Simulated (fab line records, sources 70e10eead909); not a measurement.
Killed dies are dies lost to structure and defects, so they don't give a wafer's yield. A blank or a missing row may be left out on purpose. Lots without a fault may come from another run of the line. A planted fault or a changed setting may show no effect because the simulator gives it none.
A struck lot beside a sound one | flow nand_harc | 15 steps out of a route of 1302
Sound: wafers L791.2, L791.3, L791.5. Struck: wafer L782.1. (L782.5, L782.6 of the same lot were not struck and are left out.) The cause comes at the end.
At each step with rows: each side's tool, then ch and its chambers, then its first start. Under that, the readings that differ: sound wafers | struck wafers | difference of the means | sigmas: that difference in standard deviations of wafers without a fault.
alike: readings whose means differ by less than 2 such deviations, and words and numbers that are the same on both sides. not compared: withheld readings, readings that some wafer has no value for, bounds like >300 that may hide the same value, and numbers for which the record gives no deviation and whose values overlap.
The two part at a step that has a row with sigmas, a row that says differs or no value, or rows on one side only. Numbers that don't overlap but have no deviation are shown without sigmas and don't part them. A reading that every wafer of one side lacks parts them only if that side has two wafers or more.

NHARC_A_CHANNEL_HOLE_D2_CD_MEAS_31:
  sound on cd_sem-03, day 20 03:33; struck on cd_sem-01, day 16 11:23
  alike: cd_nm
NHARC_A_CHANNEL_HOLE_D2_XSEM_32:
  sound on xsem-01 ch 0, day 20 03:38; struck on xsem-02 ch 0, day 16 11:29
  alike: bot_cd_nm, bow_nm, tilt_deg
NHARC_A_CHANNEL_HOLE_D2_INSPECT_40:
  sound on defect_inspect-02, day 20 03:44; struck on defect_inspect-01, day 16 11:35
  alike: raw_defect_count
then, 3 steps without rows for these wafers: NHARC_A_CHANNEL_FILL_D2_PRECLEAN_00 (cleans in SC1); NHARC_A_CHANNEL_FILL_D2_SRD_01; NHARC_A_CHANNEL_FILL_D2_ALD_02 (deposits SiO2, target thk 6 nm, pulse time 10 s, ald cycles 60).
NHARC_A_CHANNEL_FILL_D2_ALD_03: deposits SiNx, target thk 6 nm, pulse time 60 s, ald cycles 58.
  sound on ald_sin_batch-01 ch 0; struck on ald_sin_batch-03 ch 0
  alike: precursor_pulse_height_rel
then, 1 step without rows for these wafers: NHARC_A_CHANNEL_FILL_D2_ALD_14 (deposits SiO2, target thk 2.5 nm, pulse time 10 s, ald cycles 25).
NHARC_A_CHANNEL_FILL_D2_ALD_15: deposits SiNx, target thk 2 nm, pulse time 60 s, ald cycles 19.
  sound on ald_sin_batch-02 ch 0; struck on ald_sin_batch-02 ch 0
  reading                    | sound             | struck | difference | sigmas
  precursor_pulse_height_rel | 0.980 0.993 1.058 | 0.963  | -0.047     | -2
NHARC_A_CHANNEL_FILL_D2_ALD_16: deposits SiO2, target thk 1.5 nm, pulse time 10 s, ald cycles 15.
  sound on ald_hk-04 ch 0,1,2, day 20 16:11; struck on ald_hk-04 ch 1, day 17 00:43
  alike: heater_power_w, precursor_pulse_height_rel
then, 2 steps without rows for these wafers: NHARC_A_CHANNEL_FILL_D2_ANNEAL_17 (time 1800 s); NHARC_A_CHANNEL_FILL_D2_CVD_18 (deposits poly-Si, target thk 3 nm).
NHARC_A_CHANNEL_FILL_D2_ETCHBACK_19: etches the open film in HBr/Cl2, target depth 5 nm, time 1.7 s.
  sound on rie_si-01 ch 1,2,3, day 21 04:14; struck on rie_si-06 ch 0, day 17 12:52
  reading                | sound                | struck | difference | sigmas
  oes_product_au (a.u.)  | 0.998 0.999 0.999    | 1.110  | +0.111     | +15
  throttle_valve_pct (%) | 26.398 26.401 26.386 | 26.416 | +0.021     | +2
  alike: chamber_pressure_mTorr, drypump_motor_current_A
  not compared: rf_hours_counter_h
NHARC_A_CHANNEL_FILL_D2_ETCHBACK_20: etches the open film in C4F8/O2/Ar, target depth 27 nm, time 13.5 s.
  sound on rie_diel-07 ch 0,3, day 21 04:20; struck on rie_diel-13 ch 2, day 17 12:57
  alike: chamber_pressure_mTorr, oes_product_au, rf_vpp_V
  not compared: rf_hours_counter_h
-- the record jumps here: 10 days lie between the struck wafers' starts before and after (it left off in module A_CHANNEL_FILL_D2 and takes up again in module END, whose first step shown is number 1302 of the route) --
NHARC_END_SORT_01:
  sound on prober-02 ch 0, day 31 03:33; struck on prober-02 ch 0, day 27 01:10
  reading         | sound | struck | difference | sigmas
  killed_at_array | 97    | 57     | -40        | -2
  killed_short    | 1     | 5      | +4         | +3
  alike: killed_at_other, killed_at_periphery, killed_dies, killed_open

WHERE THEY PART
First at NHARC_A_CHANNEL_FILL_D2_ALD_15; last, within this record, at NHARC_END_SORT_01.

WHY: what the simulator had put in
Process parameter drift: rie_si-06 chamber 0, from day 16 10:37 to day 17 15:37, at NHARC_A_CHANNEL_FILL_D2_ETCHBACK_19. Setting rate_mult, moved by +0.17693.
